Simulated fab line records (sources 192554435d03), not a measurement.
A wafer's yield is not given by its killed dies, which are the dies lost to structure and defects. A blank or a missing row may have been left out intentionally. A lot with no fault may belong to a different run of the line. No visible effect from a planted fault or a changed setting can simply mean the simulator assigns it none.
Split-lot study    flow n5Finfet    route with 1938 steps; 7 lots, 21 wafers read

ON THE SPLIT
At N5_PASSIVATION_EXPOSE_27 (exposes mask PAD, defocus 0 nm), the setting doseMj was moved away from the recipe's 32.3 on 12 of the 21 wafers read, by -2.8% to +6.3%. For the rest of the wafers, this setting stayed at what the recipe calls for.

FROM THE SPLIT TO THE READING: what the file shows between them, 3 steps
- N5_PASSIVATION_PEB_28
- N5_PASSIVATION_DEVELOP_29: develop time 60 s
- N5_PASSIVATION_HARDBAKE_31: time 120 s

THE READING
cdNm, in nm, at N5_PASSIVATION_CD_MEAS_30 (target cd 4000 nm). Fault-free wafers of this fab line usually give 4002.0 nm, standard deviation 2.5 nm.

wafer   tool, chamber at the split  doseMj as run  against the recipe  cdNm, nm  against lot-mates on the recipe
L076.3  krfScanner-01, 0            32.3           recipe              3999.3    -
L076.4  krfScanner-01, 0            32.3           recipe              4005.4    -
L076.6  krfScanner-01, 0            33.7           +4.3%               4010.7    +8.3
L079.1  krfScanner-02, 0            32.3           recipe              4002.3    -
L079.4  krfScanner-02, 0            32.3           recipe              4000.5    -
L079.6  krfScanner-02, 0            32.3           recipe              4001.2    -
L086.1  krfScanner-01, 0            34.33          +6.3%               4012.1    no lot-mate on the recipe
L086.2  krfScanner-01, 0            34.33          +6.3%               4010.3    no lot-mate on the recipe
L086.3  krfScanner-01, 0            34.33          +6.3%               4010.3    no lot-mate on the recipe
L091.1  krfScanner-01, 0            31.39          -2.8%               3998.0    no lot-mate on the recipe
L091.2  krfScanner-01, 0            31.39          -2.8%               3998.5    no lot-mate on the recipe
L091.4  krfScanner-01, 0            31.39          -2.8%               3998.6    no lot-mate on the recipe
L094.1  krfScanner-01, 0            31.44          -2.7%               3997.7    -4.2
L094.2  krfScanner-01, 0            32.3           recipe              4001.9    -
L094.6  krfScanner-01, 0            31.44          -2.7%               4000.7    -1.2
L092.2  krfScanner-01, 0            33.86          +4.8%               4012.3    +8.7
L092.4  krfScanner-01, 0            32.3           recipe              4003.6    -
L092.6  krfScanner-01, 0            33.86          +4.8%               4009.9    +6.3
L096.1  krfScanner-01, 0            32.3           recipe              3997.8    -
L096.2  krfScanner-01, 0            32.3           recipe              3999.5    -
L096.6  krfScanner-01, 0            33.86          +4.8%               4010.6    +11.9

FIT RESULTS
A straight line over all 21 wafers: cdNm changes by +1.54 nm for each +1% of doseMj; r = +0.93; the points scatter about the line by 2 nm.
The same after taking each lot's own level away (the mean of its wafers on the recipe; 15 wafers): +1.69 nm for each +1%; r = +0.92; scatter 1.9 nm.
According to that fit, moving doseMj by its largest amount changes the reading by 11 nm.
Measured against the standard deviation above, the lots' own levels, which go from 3998.65 to 4003.60 nm, span 2.0 times it.
Consequently the slope shifts little with the lot-to-lot level, the two slopes agreeing.
Check: +8.64 nm against its lot-mates is what the line predicts for one of the wafers moved furthest among these (+4.8%) when that wafer is left out of the fit. Against them it came out at +8.7 nm.

ADDITIONAL SPLITS CARRIED BY THESE WAFERS
Before the reading, these wafers also passed through other splits. Each is held against what the fit with the lots' levels taken away leaves over:
other split on the same wafers  wafers away from the commonest value  r with cdNm (lot level and that fit taken away)
N5_BEOL_M14_COAT_58 spinRpm     5                                     +0.43
N5_BEOL_M15_SPUTTER_44 timeS    5                                     +0.03
N5_PASSIVATION_PECVD_55 timeS   7                                     -0.03

THE FILE'S OWN FIT
cdNm changes by +1.89 nm for each +1% of doseMj, r = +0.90.
